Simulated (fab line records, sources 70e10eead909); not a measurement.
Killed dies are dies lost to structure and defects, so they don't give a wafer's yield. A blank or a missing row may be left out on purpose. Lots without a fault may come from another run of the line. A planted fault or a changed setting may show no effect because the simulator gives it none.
Chamber matching | flow nand_harc | NHARC_P_M2_DESCUM_14 on rie_diel-09: 4 sister chambers
The step chemistry O2, time 3 s. 4 wafers are shown with their chamber, then 10 later ones without.

WAFERS WITH THEIR CHAMBER
wafer  | chamber | drypump_motor_current_A (A)
L088.4 | 3       | 6.5
L090.5 | 1       | 5.8
L091.1 | 0       | 6.4
L091.4 | 2       | 5.1

WAFERS WITHOUT THEIR CHAMBER
wafer  | drypump_motor_current_A (A)
L091.6 | 5.1
L093.1 | 5.8
L093.5 | 6.4
L093.6 | 6.4
L092.4 | 6.5
L092.5 | 5.2
L092.6 | 6.5
L095.1 | 5.2
L095.2 | 5.8
L095.4 | 6.5

WHICH CHAMBER EACH WENT THROUGH
wafer  | from the rows above | in truth
L091.6 | 2                   | 2
L093.1 | 1                   | 1
L093.5 | 0                   | 0
L093.6 | 0                   | 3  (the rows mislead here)
L092.4 | 3                   | 3
L092.5 | 2                   | 2
L092.6 | 3                   | 3
L095.1 | 2                   | 2
L095.2 | 1                   | 1
L095.4 | 3                   | 3
Placed correctly: 9 of 10. Can't be placed from these rows: 0. Placed wrongly: 1.
How it was worked out, from the rows above alone: a wafer's distance from a chamber is the root of the sum, over the readings, of the square of ((its reading less the chamber's mean) divided by the reading's scatter). The wafer belongs to the nearest chamber; if the next one is less than 2 further off, it can't be placed. A chamber's mean is the mean of its shown wafers. The scatter: with one shown wafer a chamber, the root of the mean of the squares of how far each hidden wafer lies from its nearest shown one.
